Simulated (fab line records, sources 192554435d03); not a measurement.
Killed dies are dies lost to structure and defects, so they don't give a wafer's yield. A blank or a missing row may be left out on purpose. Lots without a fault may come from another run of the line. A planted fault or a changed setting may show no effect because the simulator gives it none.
Which tool did it? | flow n5_finfet | 6 lots, 18 wafers sampled, at 3 steps of a route of 1938

WHAT THE GAUGES READ, wafer by wafer
N5_HKMG_FIN_OVL_MEAS_13.
lot  | measured    | on         | NWFM_OVL (nm)
L520 | day 4 10:53 | overlay-02 | 1.5 0.9 0.6
L525 | day 5 16:45 | overlay-01 | 0.4 1.3 1.4
L532 | day 7 09:07 | overlay-01 | 0.0 -0.3 -0.3
L536 | day 8 08:01 | overlay-01 | 0.8 -0.3 0.5
L538 | day 8 20:31 | overlay-01 | -0.2 -0.7 -1.4
L540 | day 9 07:29 | overlay-01 | 0.2 0.1 0.3

WHICH TOOL RAN EACH LOT (tool, then ch and the chambers of the sampled wafers, then the start)
lot  | N5_HKMG_FIN_STRIP_60                | N5_HKMG_FIN_COAT_06
L520 | plasma_asher-02 ch 0,1, day 4 08:24 | litho_track-05 ch 0, day 4 10:29
L525 | plasma_asher-01 ch 0,1, day 5 14:26 | litho_track-05 ch 0, day 5 16:29
L532 | plasma_asher-01 ch 0,1, day 7 06:50 | litho_track-03 ch 0, day 7 08:51
L536 | plasma_asher-01 ch 0,1, day 8 05:11 | litho_track-03 ch 0, day 8 07:38
L538 | plasma_asher-02 ch 0,1, day 8 18:09 | litho_track-02 ch 0, day 8 20:14
L540 | plasma_asher-01 ch 0,1, day 9 05:07 | litho_track-05 ch 0, day 9 07:13
- N5_HKMG_FIN_STRIP_60: strips in N2/H2, time 360 s.
- N5_HKMG_FIN_COAT_06: resist thk 90 nm.

THE ANSWER, worked out from the rows above alone
Rule: what is usual is taken from the lots themselves. Put in order of their means at a reading, lots are off if they are a third of the lots or fewer, leave a main group of 4 or more, and stand apart from it by a gap of 3 or more times the standard deviation of the main group's means; of several such gaps the widest counts. A main group whose means are all the same, to the digits that the tables above print for the reading, isn't used. A lot without any number at a reading at which 4 lots or more have one is off too. The other lots that the step has rows for count as sound.
No lot is off at any reading shown: from this, nothing can be told.

WHAT THE SIMULATOR HAD PUT IN
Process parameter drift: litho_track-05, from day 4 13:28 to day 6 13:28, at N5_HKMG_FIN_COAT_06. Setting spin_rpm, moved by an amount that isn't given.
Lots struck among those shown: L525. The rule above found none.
